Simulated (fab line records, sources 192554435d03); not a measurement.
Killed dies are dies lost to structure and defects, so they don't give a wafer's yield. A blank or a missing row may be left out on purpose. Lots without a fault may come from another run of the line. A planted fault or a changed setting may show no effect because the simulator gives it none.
Chamber matching | flow n5_finfet | N5_BEOL_M12_ETCH_38 on rie_diel-03: 4 sister chambers
The step etches SiCN in CF4/N2, target depth 68.7 nm, time 73.4 s. 20 wafers are shown with their chamber, then 10 later ones without.

WAFERS WITH THEIR CHAMBER
wafer  | chamber | showerhead_plenum_p_Torr (Torr) | throttle_valve_pct (%) | drypump_motor_current_A (A)
L080.2 | 1       | 2.26                            | 15.56                  | 5.29
L080.3 | 3       | 2.31                            | 15.35                  | 5.92
L080.6 | 1       | 2.26                            | 15.55                  | 5.30
L081.1 | 1       | 2.26                            | 15.56                  | 5.25
L081.3 | 0       | 2.11                            | 15.58                  | 5.56
L081.6 | 0       | 2.11                            | 15.57                  | 5.53
L083.1 | 1       | 2.26                            | 15.57                  | 5.28
L083.2 | 3       | 2.31                            | 15.36                  | 5.91
L083.3 | 0       | 2.11                            | 15.59                  | 5.55
L083.4 | 2       | 2.18                            | 15.00                  | 6.06
L083.5 | 2       | 2.18                            | 14.99                  | 6.10
L083.6 | 1       | 2.26                            | 15.56                  | 5.28
L084.2 | 2       | 2.18                            | 14.99                  | 6.13
L084.3 | 3       | 2.31                            | 15.35                  | 5.92
L084.6 | 3       | 2.31                            | 15.36                  | 5.93
L087.1 | 1       | 2.26                            | 15.58                  | 5.28
L087.2 | 3       | 2.31                            | 15.39                  | 5.92
L087.3 | 2       | 2.17                            | 15.02                  | 6.12
L087.4 | 0       | 2.10                            | 15.58                  | 5.55
L087.5 | 3       | 2.31                            | 15.37                  | 5.92

SIGNATURES (means of the wafers above)
reading                  | chamber 0 | chamber 1 | chamber 2 | chamber 3 | scatter within a chamber
showerhead_plenum_p_Torr | 2.1075    | 2.2600    | 2.1775    | 2.3100    | 0.00306
throttle_valve_pct       | 15.5800   | 15.5633   | 15.0000   | 15.3633   | 0.0124
drypump_motor_current_A  | 5.5475    | 5.2800    | 6.1025    | 5.9200    | 0.0176
Rule: a wafer's distance from a chamber is the root of the sum, over the readings, of the square of ((its reading less the chamber's mean) divided by the reading's scatter). The wafer belongs to the nearest chamber; if the next one is less than 2 further off, it can't be placed. The scatter: the root of (the sum of the squares of (reading less its chamber's mean) over the shown wafers, divided by (wafers less chambers)).

WAFERS WITHOUT THEIR CHAMBER
wafer  | showerhead_plenum_p_Torr (Torr) | throttle_valve_pct (%) | drypump_motor_current_A (A)
L087.6 | 2.17                            | 15.02                  | 6.13
L089.1 | 2.10                            | 15.61                  | 5.52
L089.2 | 2.17                            | 15.01                  | 6.12
L089.6 | 2.10                            | 15.63                  | 5.52
L092.1 | 2.10                            | 15.64                  | 5.53
L092.2 | 2.25                            | 15.07                  | 5.30
L092.5 | 2.30                            | 15.41                  | 5.91
L093.1 | 2.17                            | 15.02                  | 6.13
L093.2 | 2.30                            | 15.41                  | 5.90
L093.5 | 2.30                            | 15.40                  | 5.91

WHICH CHAMBER EACH WENT THROUGH
wafer  | from the rows above | in truth
L087.6 | 2                   | 2
L089.1 | 0                   | 0
L089.2 | 2                   | 2
L089.6 | 0                   | 0
L092.1 | 0                   | 0
L092.2 | 1                   | 1
L092.5 | 3                   | 3
L093.1 | 2                   | 2
L093.2 | 3                   | 3
L093.5 | 3                   | 3
Placed correctly: 10 of 10. Can't be placed from these rows: 0. Placed wrongly: 0.
